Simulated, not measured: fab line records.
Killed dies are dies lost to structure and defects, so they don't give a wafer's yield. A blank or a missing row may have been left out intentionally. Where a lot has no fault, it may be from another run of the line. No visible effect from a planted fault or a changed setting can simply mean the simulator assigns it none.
What tool caused it? :: flow n5_finfet :: Sampling: 9 lots, 25 wafers, 7 of 1938 route steps

== WHAT EACH GAUGE READ, for each wafer ==
N5_BEOL_M2_THK_MEAS_53: measures by xrf.
lot: L816
measured: day 7 09:02
on: film_metro-01
M2_THK (nm): 42.5 42.2 40.4

lot: L821
measured: day 8 11:45
on: film_metro-01
M2_THK (nm): 145.8 160.9

lot: L822
measured: day 8 18:05
on: film_metro-02
M2_THK (nm): 154.1 38.6

lot: L829
measured: day 10 12:43
on: film_metro-02
M2_THK (nm): 41.1 42.0 39.2

lot: L830
measured: day 10 19:36
on: film_metro-01
M2_THK (nm): 41.2 40.8 41.4

lot: L832
measured: day 10 23:38
on: film_metro-01
M2_THK (nm): 41.6 40.4 40.7

lot: L835
measured: day 12 07:34
on: film_metro-01
M2_THK (nm): 41.1 41.1 41.1

lot: L836
measured: day 12 16:46
on: film_metro-02
M2_THK (nm): 39.8 42.1 41.9

lot: L837
measured: day 12 20:23
on: film_metro-01
M2_THK (nm): 39.0 40.1 39.4

N5_BEOL_M2_INSPECT_59: inspects for defects (darkfield).
lot: L816
measured: day 7 09:19
on: defect_inspect-01
raw_defect_count: 98 67 51

lot: L821
measured: day 8 12:02
on: defect_inspect-01
raw_defect_count: 5736 5731

lot: L822
measured: day 8 18:24
on: defect_inspect-02
raw_defect_count: 5809 68

lot: L829
measured: day 10 13:00
on: defect_inspect-01
raw_defect_count: 135 113 82

lot: L830
measured: day 10 19:53
on: defect_inspect-01
raw_defect_count: 84 110 95

lot: L832
measured: day 10 23:56
on: defect_inspect-01
raw_defect_count: 83 65 72

lot: L835
measured: day 12 07:51
on: defect_inspect-01
raw_defect_count: 83 71 48

lot: L836
measured: day 12 17:18
on: defect_inspect-02
raw_defect_count: 52 38 61

lot: L837
measured: day 12 20:40
on: defect_inspect-02
raw_defect_count: 51 82 72

N5_BEOL_M4_RC_MEAS_101.
lot: L816
measured: day 8 13:32
on: prober-01
DIBL_N (mV/V): 38.2 37.7 39.7
DIBL_P (mV/V): 38.3 36.9 38.2
IOFF_N (nA/um): 0.174 0.154 0.195
IOFF_P (nA/um): 0.251 0.215 0.248
ION_N (uA/um): 683 675 675
ION_P (uA/um): 471 464 465
SS_N (mV/dec): 72.4 72.0 72.0
SS_P (mV/dec): 73.7 73.3 73.9
VT_N (mV): 248.6 250.5 248.5
VT_P (mV): -245.4 -246.7 -249.7

lot: L822
measured: day 9 23:01
on: prober-01
DIBL_N (mV/V): 36.6
DIBL_P (mV/V): 34.4
IOFF_N (nA/um): 0.144
IOFF_P (nA/um): 0.193
ION_N (uA/um): 665
ION_P (uA/um): 468
SS_N (mV/dec): 70.8
SS_P (mV/dec): 72.9
VT_N (mV): 248.3
VT_P (mV): -249.8

lot: L829
measured: day 11 09:58
on: prober-01
DIBL_N (mV/V): 36.1 36.5 36.4
DIBL_P (mV/V): 35.9 35.2 35.9
IOFF_N (nA/um): 0.178 0.171 0.180
IOFF_P (nA/um): 0.230 0.226 0.238
ION_N (uA/um): 679 679 681
ION_P (uA/um): 475 467 464
SS_N (mV/dec): 72.0 71.3 71.5
SS_P (mV/dec): 74.0 73.6 73.9
VT_N (mV): 245.3 245.6 246.9
VT_P (mV): -247.7 -244.8 -247.4

lot: L830
measured: day 11 20:47
on: prober-02
DIBL_N (mV/V): 35.1 38.3 39.6
DIBL_P (mV/V): 33.8 38.1 38.9
IOFF_N (nA/um): 0.132 0.192 0.220
IOFF_P (nA/um): 0.212 0.283 0.301
ION_N (uA/um): 677 686 697
ION_P (uA/um): 465 475 480
SS_N (mV/dec): 70.5 72.5 72.0
SS_P (mV/dec): 72.9 73.9 74.3
VT_N (mV): 249.9 246.7 242.6
VT_P (mV): -245.2 -245.0 -244.7

lot: L832
measured: day 12 01:40
on: prober-02
DIBL_N (mV/V): 36.1 36.1 35.0
DIBL_P (mV/V): 35.1 34.6 33.8
IOFF_N (nA/um): 0.162 0.162 0.150
IOFF_P (nA/um): 0.204 0.194 0.184
ION_N (uA/um): 672 681 680
ION_P (uA/um): 465 463 463
SS_N (mV/dec): 71.2 71.5 70.9
SS_P (mV/dec): 72.9 73.4 72.8
VT_N (mV): 248.7 248.9 250.5
VT_P (mV): -249.9 -252.3 -251.6

lot: L835
measured: day 13 08:55
on: prober-02
DIBL_N (mV/V): 36.2 33.3 35.4
DIBL_P (mV/V): 37.0 34.4 36.0
IOFF_N (nA/um): 0.155 0.112 0.134
IOFF_P (nA/um): 0.210 0.168 0.185
ION_N (uA/um): 681 667 676
ION_P (uA/um): 465 460 465
SS_N (mV/dec): 71.0 70.5 71.1
SS_P (mV/dec): 72.6 72.3 72.1
VT_N (mV): 248.7 252.3 250.8
VT_P (mV): -248.2 -251.6 -252.4

lot: L836
measured: day 13 12:47
on: prober-01
DIBL_N (mV/V): 36.7 34.1 34.5
DIBL_P (mV/V): 38.9 35.2 36.2
IOFF_N (nA/um): 0.172 0.128 0.141
IOFF_P (nA/um): 0.245 0.191 0.199
ION_N (uA/um): 678 662 671
ION_P (uA/um): 468 462 461
SS_N (mV/dec): 71.2 70.9 70.6
SS_P (mV/dec): 73.8 72.5 73.5
VT_N (mV): 248.6 250.9 251.8
VT_P (mV): -249.6 -248.4 -251.2

lot: L837
measured: day 13 20:19
on: prober-01
DIBL_N (mV/V): 36.9 36.1 37.2
DIBL_P (mV/V): 37.2 36.4 37.9
IOFF_N (nA/um): 0.179 0.162 0.189
IOFF_P (nA/um): 0.233 0.231 0.242
ION_N (uA/um): 680 683 687
ION_P (uA/um): 468 469 471
SS_N (mV/dec): 71.7 71.4 72.7
SS_P (mV/dec): 73.4 74.0 74.3
VT_N (mV): 249.0 249.9 247.6
VT_P (mV): -246.6 -250.1 -248.8

== TOOL THAT RAN EACH LOT (tool first, then ch and the chambers of the sampled wafers, then the start) ==
lot: L816
N5_BEOL_M2_ANNEAL_87: pvd_sputter-02, day 7 07:14
N5_BEOL_M2_SPUTTER_90: pvd_sputter-02, day 7 07:35
N5_BEOL_M2_CMP_52: cmp-03 ch 1,2, day 7 08:47
N5_BEOL_M2_CO_CAP_55: cvd_co-01 ch 1,2, day 7 09:07

lot: L821
N5_BEOL_M2_ANNEAL_87: pvd_sputter-02, day 8 09:57
N5_BEOL_M2_SPUTTER_90: pvd_sputter-02, day 8 10:19
N5_BEOL_M2_CMP_52: cmp-03 ch 1,2, day 8 11:32
N5_BEOL_M2_CO_CAP_55: cvd_co-01 ch 0,2, day 8 11:50

lot: L822
N5_BEOL_M2_ANNEAL_87: pvd_sputter-02, day 8 16:09
N5_BEOL_M2_SPUTTER_90: pvd_sputter-02, day 8 16:31
N5_BEOL_M2_CMP_52: cmp-03 ch 1,3, day 8 17:52
N5_BEOL_M2_CO_CAP_55: cvd_co-02 ch 0,1, day 8 18:11

lot: L829
N5_BEOL_M2_ANNEAL_87: pvd_sputter-02, day 10 10:54
N5_BEOL_M2_SPUTTER_90: pvd_sputter-02, day 10 11:16
N5_BEOL_M2_CMP_52: cmp-04 ch 0,3, day 10 12:27
N5_BEOL_M2_CO_CAP_55: cvd_co-02 ch 1,2, day 10 12:47

lot: L830
N5_BEOL_M2_ANNEAL_87: pvd_sputter-02, day 10 17:47
N5_BEOL_M2_SPUTTER_90: pvd_sputter-02, day 10 18:09
N5_BEOL_M2_CMP_52: cmp-04 ch 0,1,2, day 10 19:23
N5_BEOL_M2_CO_CAP_55: cvd_co-01 ch 0,1, day 10 19:40

lot: L832
N5_BEOL_M2_ANNEAL_87: pvd_sputter-03, day 10 21:45
N5_BEOL_M2_SPUTTER_90: pvd_sputter-03, day 10 22:07
N5_BEOL_M2_CMP_52: cmp-01 ch 0,1,3, day 10 23:21
N5_BEOL_M2_CO_CAP_55: cvd_co-02 ch 0,1,2, day 10 23:43

lot: L835
N5_BEOL_M2_ANNEAL_87: pvd_sputter-03, day 12 05:45
N5_BEOL_M2_SPUTTER_90: pvd_sputter-03, day 12 06:07
N5_BEOL_M2_CMP_52: cmp-03 ch 1,2,3, day 12 07:16
N5_BEOL_M2_CO_CAP_55: cvd_co-01 ch 0,1,2, day 12 07:38

lot: L836
N5_BEOL_M2_ANNEAL_87: pvd_sputter-03, day 12 13:55
N5_BEOL_M2_SPUTTER_90: pvd_sputter-03, day 12 14:16
N5_BEOL_M2_CMP_52: cmp-01 ch 1,2,3, day 12 16:30
N5_BEOL_M2_CO_CAP_55: cvd_co-01 ch 1,2, day 12 17:05

lot: L837
N5_BEOL_M2_ANNEAL_87: pvd_sputter-01, day 12 18:34
N5_BEOL_M2_SPUTTER_90: pvd_sputter-01, day 12 18:56
N5_BEOL_M2_CMP_52: cmp-03 ch 1,2, day 12 20:07
N5_BEOL_M2_CO_CAP_55: cvd_co-02 ch 0,1,2, day 12 20:28
- N5_BEOL_M2_ANNEAL_87: time 240 s.
- N5_BEOL_M2_SPUTTER_90: material Cu, target thk 4.5 nm, time 8.29 s.
- N5_BEOL_M2_CMP_52: polishes, stops on SiOC, t overpolish 6.8 s, target thk 40 nm.
- N5_BEOL_M2_CO_CAP_55: material Co, precursor CCTBA/H2, target thk 2 nm, time 102.1 s.

== WHAT THE TOOLS THEMSELVES READ (means of the sampled wafers that have a number; where no wafer has one, the mark that the record gives instead) ==
N5_BEOL_M2_ANNEAL_87.
lot: L816
tool: pvd_sputter-02
heater_power_w (W): 812

lot: L821
tool: pvd_sputter-02
heater_power_w (W): 869

lot: L822
tool: pvd_sputter-02
heater_power_w (W): 772

lot: L829
tool: pvd_sputter-02
heater_power_w (W): 787

lot: L830
tool: pvd_sputter-02
heater_power_w (W): 783

lot: L832
tool: pvd_sputter-03
heater_power_w (W): 887

lot: L835
tool: pvd_sputter-03
heater_power_w (W): 896

lot: L836
tool: pvd_sputter-03
heater_power_w (W): 794

lot: L837
tool: pvd_sputter-01
heater_power_w (W): 882

N5_BEOL_M2_SPUTTER_90.
lot: L816
tool: pvd_sputter-02
throttle_valve_pct (%): 30.3

lot: L821
tool: pvd_sputter-02
throttle_valve_pct (%): 29.9

lot: L822
tool: pvd_sputter-02
throttle_valve_pct (%): 30.8

lot: L829
tool: pvd_sputter-02
throttle_valve_pct (%): 30.1

lot: L830
tool: pvd_sputter-02
throttle_valve_pct (%): 30.2

lot: L832
tool: pvd_sputter-03
throttle_valve_pct (%): 29.8

lot: L835
tool: pvd_sputter-03
throttle_valve_pct (%): 30.1

lot: L836
tool: pvd_sputter-03
throttle_valve_pct (%): 30.9

lot: L837
tool: pvd_sputter-01
throttle_valve_pct (%): 30.1

N5_BEOL_M2_CMP_52.
lot: L816
tool: cmp-03
barrier_field_endpoint_s (s): 24.9
edge_zone_pressure_frac: 0.998
motor_current_A (A): 6.6
overpolish_run_s (s): 6.800
retaining_ring_pressure_frac: 0.993
time_to_endpoint_s (s): 62.2

lot: L821
tool: cmp-03
barrier_field_endpoint_s (s): 41.2
edge_zone_pressure_frac: 1.002
motor_current_A (A): 6.7
overpolish_run_s (s): 0.033
retaining_ring_pressure_frac: 1.002
time_to_endpoint_s (s): 80.8

lot: L822
tool: cmp-03
barrier_field_endpoint_s (s): 32.6
edge_zone_pressure_frac: 1.003
motor_current_A (A): 6.3
overpolish_run_s (s): 3.414
retaining_ring_pressure_frac: 1.002
time_to_endpoint_s (s): 70.3

lot: L829
tool: cmp-04
barrier_field_endpoint_s (s): 24.6
edge_zone_pressure_frac: 0.998
motor_current_A (A): 5.7
overpolish_run_s (s): 6.796
retaining_ring_pressure_frac: 1.009
time_to_endpoint_s (s): 63.7

lot: L830
tool: cmp-04
barrier_field_endpoint_s (s): 24.1
edge_zone_pressure_frac: 0.999
motor_current_A (A): 6.4
overpolish_run_s (s): 6.799
retaining_ring_pressure_frac: 1.003
time_to_endpoint_s (s): 61.4

lot: L832
tool: cmp-01
barrier_field_endpoint_s (s): 24.5
edge_zone_pressure_frac: 0.996
motor_current_A (A): 6.6
overpolish_run_s (s): 6.796
retaining_ring_pressure_frac: 1.001
time_to_endpoint_s (s): 64.7

lot: L835
tool: cmp-03
barrier_field_endpoint_s (s): 24.6
edge_zone_pressure_frac: 0.997
motor_current_A (A): 6.6
overpolish_run_s (s): 6.799
retaining_ring_pressure_frac: 0.999
time_to_endpoint_s (s): 61.7

lot: L836
tool: cmp-01
barrier_field_endpoint_s (s): 25.2
edge_zone_pressure_frac: 1.000
motor_current_A (A): 6.3
overpolish_run_s (s): 6.802
retaining_ring_pressure_frac: 1.000
time_to_endpoint_s (s): 62.7

lot: L837
tool: cmp-03
barrier_field_endpoint_s (s): 24.6
edge_zone_pressure_frac: 0.998
motor_current_A (A): 6.7
overpolish_run_s (s): 6.792
retaining_ring_pressure_frac: 0.997
time_to_endpoint_s (s): 59.7

N5_BEOL_M2_CO_CAP_55.
lot: L816
tool: cvd_co-01
chamber_pressure_Torr (Torr): 29.96
heater_power_w (W): 236

lot: L821
tool: cvd_co-01
chamber_pressure_Torr (Torr): 29.95
heater_power_w (W): 248

lot: L822
tool: cvd_co-02
chamber_pressure_Torr (Torr): 29.89
heater_power_w (W): 244

lot: L829
tool: cvd_co-02
chamber_pressure_Torr (Torr): 30.02
heater_power_w (W): 277

lot: L830
tool: cvd_co-01
chamber_pressure_Torr (Torr): 30.01
heater_power_w (W): 247

lot: L832
tool: cvd_co-02
chamber_pressure_Torr (Torr): 30.05
heater_power_w (W): 259

lot: L835
tool: cvd_co-01
chamber_pressure_Torr (Torr): 30.01
heater_power_w (W): 243

lot: L836
tool: cvd_co-01
chamber_pressure_Torr (Torr): 29.99
heater_power_w (W): 231

lot: L837
tool: cvd_co-02
chamber_pressure_Torr (Torr): 29.95
heater_power_w (W): 255

== THE ANSWER, worked out from the rows above alone ==
Rule: what is usual is taken from the lots themselves. The widest of any qualifying gaps counts: lots, ordered by their means at a reading, are off when they make up no more than a third of the lots, leave a main group of 4 or more, and stand apart from it by 3 or more times the standard deviation of that group's means. Not used: any main group whose means are identical at the precision the tables above print for the reading. A lot without any number at a reading at which 4 lots or more have one is off too. Any other lot the step has rows for is counted as sound. The gauges are gone through in route order, then the tools' own readings, and for those a lot's mean is taken as printed above. The first step at which some lot is off is used, and at that step the reading that is off furthest; a lot without a number counts as furthest.
Off: at N5_BEOL_M2_THK_MEAS_53 (M2_THK), L821, L822. The main group has a mean of 40.9 nm with a standard deviation of 0.64.
If a tool, at a process step before that reading, ran all the lots that are off and no sound lot after the first of them, it fits. Not tried: the gauges at N5_BEOL_M2_THK_MEAS_53; whatever is off there is also off at N5_BEOL_M2_INSPECT_59, on other tools, and gauge error can't account for it. None of those tried fits.

== WHAT HAD BEEN PUT IN BY THE SIMULATOR ==
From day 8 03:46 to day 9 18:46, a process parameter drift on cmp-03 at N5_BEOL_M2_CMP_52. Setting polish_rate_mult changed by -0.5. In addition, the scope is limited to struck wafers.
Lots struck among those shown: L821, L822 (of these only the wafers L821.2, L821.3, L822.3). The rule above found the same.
